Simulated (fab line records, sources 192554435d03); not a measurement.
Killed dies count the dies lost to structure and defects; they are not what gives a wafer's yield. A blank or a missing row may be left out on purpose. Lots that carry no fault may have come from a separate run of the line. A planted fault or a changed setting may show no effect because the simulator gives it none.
Comparing a struck lot with a sound one :: flow n5Finfet :: 17 out of 1938 route steps
Sound: wafers L987.2, L987.4, L987.6. Struck: wafer L993.5 (left out: L993.2, a lot-mate that was not struck); the cause follows at the end.
Each step with rows lists, per side, the tool, then ch with its chambers, then its first start. Under that, the readings that differ: sound wafers :: struck wafers :: difference of the means :: sigmas: that difference in standard deviations of wafers without a fault.
alike: readings with means less than 2 such deviations apart, plus words and numbers identical on both sides. not compared: withheld readings, readings lacking a value on some wafer, bounds such as >300 that could conceal the same value, and numbers that have no deviation in the record and whose values overlap.
The two part at a step that has a row with sigmas, a row that says differs or no value, or rows on one side only. Numbers that don't overlap but have no deviation are shown without sigmas and don't part them. Lack of a reading on every wafer of one side parts them only where that side has two or more wafers.

first, 11 steps without rows for these wafers: N5_BEOL_M3_DESCUM_33 (chemistry O2, time 7 s); N5_BEOL_M3_ETCH_77 (etches underlayer in N2/H2, target depth 6.5 nm, time 5.2 s); N5_BEOL_M3_ETCH_69 (etches SiARC in CF4, target depth 15.6 nm, time 26 s); N5_BEOL_M3_ALD_98 (deposits SiO2, target thk 2.5 nm, pulse time 1 s, co reactant pulse time 1 s); N5_BEOL_M3_ETCHBACK_99 (etches SiO2 in CHF3, target depth 5 nm, time 10.4 s); N5_BEOL_M3_ETCH_70 (etches SOC in N2/H2, target depth 80 nm, overetch 16 nm, time 120 s); N5_BEOL_M3_STRIP_71 (strips in N2/H2); N5_BEOL_M3_STRIP_78 (strips in N2/H2); N5_BEOL_M3_VIA_ETCH_34 (etches the open film in C4F6/O2, target depth 69.4 nm, time 65.9 s); N5_BEOL_M3_STRIP_83 (strips in C4F6/O2); N5_BEOL_M3_STRIP_36 (strips in N2/H2).
N5_BEOL_M3_TRENCH_ETCH_37: etches SiOC in C4F6/O2, target depth 55.555 nm, time 29.2 s.
  sound on rieDiel-06 ch 1,2, day 7 17:17; struck on rieDiel-06 ch 3, day 9 13:38
reading: runLengthS (s)
sound: 52.2 53.0 52.1
struck: 41.6
difference: -10.8
sigmas: -26

reading: model.etch.depthNm (nm)
sound: 55.61 55.55 55.02
struck: 34.56
difference: -20.83
sigmas: 

reading: model.BEOL_M3.featureDepthNm (nm)
sound: 55.6 55.6 55
struck: 34.6
difference: -20.8
sigmas: 
  alike: drypumpMotorCurrentA, mfcArSccm, oes_o_777_au, oesProductAu, rfVppV, showerheadPlenumPTorr, throttleValvePct
  not compared: rfHoursCounterH, model.TiN_of_BEOL_M3_HM_DEP_02.thkNm
then, 2 steps without rows for these wafers: N5_BEOL_M3_ETCH_41 (etches SiCN in CH3F/O2, target depth 29.9 nm, time 52.5 s); N5_BEOL_M3_STRIP_97 (strips in N2/H2, time 10 s).
N5_BEOL_M3_OCD_MEAS_38:
  struck on ocd-01, day 9 13:47; sound on ocd-01, day 7 17:26
reading: trenchDepthNm (nm)
sound: 55.2 55.3 54.8
struck: 34.4
difference: -20.7
sigmas: -21
then, 1 step without rows for these wafers: N5_BEOL_M3_HM_STRIP_39 (strips TiN in peroxide tin strip, target depth 25 nm, time 158 s).
N5_BEOL_M4_RC_MEAS_101:
  sound on prober-01 ch 0, day 8 10:46; struck on prober-01 ch 0, day 10 01:50
  alike: DIBL_N, DIBL_P, IOFF_N, IOFF_P, ION_N, ION_P, SS_N, SS_P, VT_N, VT_P

WHERE THEY PART
First at N5_BEOL_M3_TRENCH_ETCH_37; last, within this record, at N5_BEOL_M3_OCD_MEAS_38. Later steps at which nothing parts them and some readings are alike: N5_BEOL_M4_RC_MEAS_101.

WHY: the cause the simulator had injected
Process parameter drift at N5_BEOL_M3_TRENCH_ETCH_37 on rieDiel-06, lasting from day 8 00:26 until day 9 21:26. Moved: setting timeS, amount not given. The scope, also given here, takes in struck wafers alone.
